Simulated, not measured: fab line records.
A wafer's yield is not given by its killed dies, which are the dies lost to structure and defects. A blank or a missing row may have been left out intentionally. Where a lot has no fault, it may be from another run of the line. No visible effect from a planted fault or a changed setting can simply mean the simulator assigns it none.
Matching of chambers / flow n5 finfet / 4 sister chambers for N5_BEOL_M7_STRIP_36 on rie diel-06
The step strips in N2/H2. 8 wafers are shown with their chamber, then 9 later ones without.

WAFERS, EACH WITH ITS CHAMBER
wafer=L082.3; chamber=0; showerhead plenum p Torr (Torr)=2.48; drypump motor current A (A)=5.8
wafer=L082.6; chamber=3; showerhead plenum p Torr (Torr)=2.46; drypump motor current A (A)=5.9
wafer=L084.4; chamber=1; showerhead plenum p Torr (Torr)=2.67; drypump motor current A (A)=6.7
wafer=L084.5; chamber=0; showerhead plenum p Torr (Torr)=2.47; drypump motor current A (A)=5.8
wafer=L084.6; chamber=1; showerhead plenum p Torr (Torr)=2.68; drypump motor current A (A)=6.6
wafer=L086.1; chamber=2; showerhead plenum p Torr (Torr)=2.50; drypump motor current A (A)=5.7
wafer=L086.2; chamber=3; showerhead plenum p Torr (Torr)=2.46; drypump motor current A (A)=5.9
wafer=L086.6; chamber=2; showerhead plenum p Torr (Torr)=2.50; drypump motor current A (A)=5.7

WAFERS MISSING THEIR CHAMBER
wafer=L091.1; showerhead plenum p Torr (Torr)=2.67; drypump motor current A (A)=6.6
wafer=L091.2; showerhead plenum p Torr (Torr)=2.50; drypump motor current A (A)=5.6
wafer=L091.6; showerhead plenum p Torr (Torr)=2.50; drypump motor current A (A)=5.6
wafer=L093.3; showerhead plenum p Torr (Torr)=2.45; drypump motor current A (A)=5.9
wafer=L093.4; showerhead plenum p Torr (Torr)=2.47; drypump motor current A (A)=5.8
wafer=L093.6; showerhead plenum p Torr (Torr)=2.45; drypump motor current A (A)=5.9
wafer=L097.2; showerhead plenum p Torr (Torr)=2.45; drypump motor current A (A)=5.9
wafer=L097.3; showerhead plenum p Torr (Torr)=2.67; drypump motor current A (A)=6.6
wafer=L097.6; showerhead plenum p Torr (Torr)=2.45; drypump motor current A (A)=5.9

EACH ONE'S CHAMBER
wafer=L091.1; from the rows above=1; in truth=1
wafer=L091.2; from the rows above=2; in truth=2
wafer=L091.6; from the rows above=2; in truth=2
wafer=L093.3; from the rows above=3; in truth=3
wafer=L093.4; from the rows above=0; in truth=0
wafer=L093.6; from the rows above=3; in truth=3
wafer=L097.2; from the rows above=3; in truth=3
wafer=L097.3; from the rows above=1; in truth=1
wafer=L097.6; from the rows above=3; in truth=3
Correct placement for 9 of the 9. From these rows, 0 cannot be placed. 0 placed wrongly.
How it was worked out, from the rows above alone: a wafer's distance from a chamber is the root of the sum, over the readings, of the square of ((its reading less the chamber's mean) divided by the reading's scatter). If the next closest chamber is less than 2 further off than the closest, the wafer can't be placed; otherwise it belongs to the closest. The mean given for a chamber averages the wafers shown for that chamber. The scatter is the square root of a quotient: the sum, over the shown wafers, of each reading's squared deviation from its chamber's mean, divided by wafers minus chambers.
